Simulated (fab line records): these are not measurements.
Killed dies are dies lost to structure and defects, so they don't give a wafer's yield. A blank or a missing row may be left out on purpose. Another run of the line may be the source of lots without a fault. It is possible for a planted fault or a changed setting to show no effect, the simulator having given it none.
Matching of chambers + flow n5_finfet + 4 sister chambers for N5_BEOL_M15_ETCH_59 on rie_diel-06
The step etches BARC in N2/H2, target depth 89 nm, overetch 26.7 nm, time 67.9 s. 16 wafers are shown with their chamber, then 8 later ones without.

EACH WAFER AND ITS CHAMBER
| wafer  | chamber | showerhead_plenum_p_Torr (Torr) | throttle_valve_pct (%) | oes_product_au (a.u.) |
|--------|---------|---------------------------------|------------------------|-----------------------|
| L075.1 | 0       | 2.42                            | 18.06                  | 0.64                  |
| L075.2 | 1       | 2.58                            | 18.00                  | 0.72                  |
| L075.4 | 3       | 2.58                            | 17.62                  | 0.72                  |
| L077.1 | 2       | 2.44                            | 18.36                  | 0.62                  |
| L077.2 | 3       | 2.58                            | 17.61                  | 0.72                  |
| L077.6 | 2       | 2.44                            | 18.34                  | 0.62                  |
| L079.4 | 1       | 2.58                            | 18.02                  | 0.71                  |
| L079.5 | 2       | 2.44                            | 18.37                  | 0.61                  |
| L079.6 | 1       | 2.58                            | 18.00                  | 0.70                  |
| L080.1 | 0       | 2.42                            | 18.07                  | 0.63                  |
| L080.3 | 3       | 2.57                            | 17.61                  | 0.71                  |
| L080.4 | 2       | 2.44                            | 18.39                  | 0.61                  |
| L083.1 | 2       | 2.44                            | 18.37                  | 0.61                  |
| L083.2 | 0       | 2.42                            | 18.09                  | 0.63                  |
| L083.6 | 0       | 2.42                            | 18.07                  | 0.62                  |
| L084.1 | 2       | 2.44                            | 18.38                  | 0.62                  |

SIGNATURES (averages over the wafers above)
| reading                  | chamber 0 | chamber 1 | chamber 2 | chamber 3 | scatter within a chamber |
|--------------------------|-----------|-----------|-----------|-----------|--------------------------|
| showerhead_plenum_p_Torr | 2.4200    | 2.5800    | 2.4400    | 2.5767    | 0.00236                  |
| throttle_valve_pct       | 18.0725   | 18.0067   | 18.3683   | 17.6133   | 0.0138                   |
| oes_product_au           | 0.6300    | 0.7100    | 0.6150    | 0.7167    | 0.00717                  |
Rule: for a wafer and a chamber, the distance is found by dividing, reading by reading, the gap between the wafer's reading and the chamber's mean by the reading's scatter, squaring, summing and taking the root. The wafer belongs to the nearest chamber; if the next one is less than 2 further off, it can't be placed. The scatter is the square root of a quotient: the sum, over the shown wafers, of each reading's squared deviation from its chamber's mean, divided by wafers minus chambers.

WAFERS WITHOUT THEIR CHAMBER
| wafer  | showerhead_plenum_p_Torr (Torr) | throttle_valve_pct (%) | oes_product_au (a.u.) |
|--------|---------------------------------|------------------------|-----------------------|
| L084.2 | 2.57                            | 18.05                  | 0.70                  |
| L084.4 | 2.57                            | 17.62                  | 0.70                  |
| L092.1 | 2.56                            | 17.66                  | 0.69                  |
| L092.3 | 2.41                            | 18.11                  | 0.62                  |
| L092.6 | 2.41                            | 18.13                  | 0.61                  |
| L097.3 | 2.56                            | 17.69                  | 0.68                  |
| L097.4 | 2.56                            | 17.68                  | 0.68                  |
| L097.6 | 2.40                            | 18.14                  | 0.61                  |

THE CHAMBER EACH PASSED THROUGH
| wafer  | from the rows above | in truth |
|--------|---------------------|----------|
| L084.2 | 1                   | 1        |
| L084.4 | 3                   | 3        |
| L092.1 | 3                   | 3        |
| L092.3 | 0                   | 0        |
| L092.6 | 0                   | 0        |
| L097.3 | 3                   | 3        |
| L097.4 | 3                   | 3        |
| L097.6 | 0                   | 0        |
8 of 8 placed correctly. Not placeable from these rows: 0. Wrongly placed: 0.
